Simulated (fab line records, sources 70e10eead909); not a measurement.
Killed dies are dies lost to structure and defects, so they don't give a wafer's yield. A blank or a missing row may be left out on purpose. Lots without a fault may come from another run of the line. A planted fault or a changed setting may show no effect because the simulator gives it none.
Chamber matching | flow nand_harc | NHARC_A_STAIRCASE_DESCUM_270 on rie_diel-13: 4 sister chambers
The step chemistry O2, time 3 s. 16 wafers are shown with their chamber, then 8 later ones without.

WAFERS WITH THEIR CHAMBER
wafer  | chamber | drypump_motor_current_A (A) | showerhead_plenum_p_Torr (Torr) | oes_product_au (a.u.)
L074.1 | 0       | 5.9                         | 2.04                            | 0.999
L074.3 | 2       | 5.4                         | 1.84                            | 0.991
L074.5 | 3       | 5.9                         | 2.07                            | 0.996
L076.1 | 1       | 6.5                         | 2.07                            | 1.000
L076.3 | 2       | 5.4                         | 1.84                            | 0.987
L076.4 | 3       | 5.9                         | 2.07                            | 0.997
L080.1 | 0       | 5.9                         | 2.03                            | 0.996
L080.4 | 1       | 6.5                         | 2.07                            | 0.997
L080.6 | 3       | 5.9                         | 2.07                            | 0.996
L082.2 | 2       | 5.4                         | 1.83                            | 0.980
L082.3 | 1       | 6.5                         | 2.07                            | 0.989
L082.6 | 3       | 5.8                         | 2.06                            | 0.987
L084.1 | 3       | 5.9                         | 2.06                            | 1.009
L084.2 | 2       | 5.4                         | 1.83                            | 0.974
L084.4 | 1       | 6.5                         | 2.06                            | 1.003
L088.1 | 2       | 5.4                         | 1.83                            | 0.990

SIGNATURES (means of the wafers above)
reading                  | chamber 0 | chamber 1 | chamber 2 | chamber 3 | scatter within a chamber
drypump_motor_current_A  | 5.900     | 6.500     | 5.400     | 5.880     | 0.0258
showerhead_plenum_p_Torr | 2.0350    | 2.0675    | 1.8340    | 2.0660    | 0.00552
oes_product_au           | 0.99750   | 0.99725   | 0.98440   | 0.99700   | 0.00688
Rule: a wafer's distance from a chamber is the root of the sum, over the readings, of the square of ((its reading less the chamber's mean) divided by the reading's scatter). The wafer belongs to the nearest chamber; if the next one is less than 2 further off, it can't be placed. The scatter: the root of (the sum of the squares of (reading less its chamber's mean) over the shown wafers, divided by (wafers less chambers)).

WAFERS WITHOUT THEIR CHAMBER
wafer  | drypump_motor_current_A (A) | showerhead_plenum_p_Torr (Torr) | oes_product_au (a.u.)
L088.2 | 5.9                         | 2.02                            | 1.001
L088.3 | 5.9                         | 2.06                            | 0.997
L087.3 | 5.9                         | 2.02                            | 0.997
L087.5 | 5.9                         | 2.02                            | 0.998
L087.6 | 5.9                         | 2.06                            | 0.994
L091.2 | 6.5                         | 2.06                            | 0.990
L091.5 | 5.9                         | 2.02                            | 1.008
L091.6 | 6.5                         | 2.06                            | 0.993

WHICH CHAMBER EACH WENT THROUGH
wafer  | from the rows above | in truth
L088.2 | 0                   | 0
L088.3 | 3                   | 3
L087.3 | 0                   | 0
L087.5 | 0                   | 0
L087.6 | 3                   | 3
L091.2 | 1                   | 1
L091.5 | 0                   | 0
L091.6 | 1                   | 1
Placed correctly: 8 of 8. Can't be placed from these rows: 0. Placed wrongly: 0.
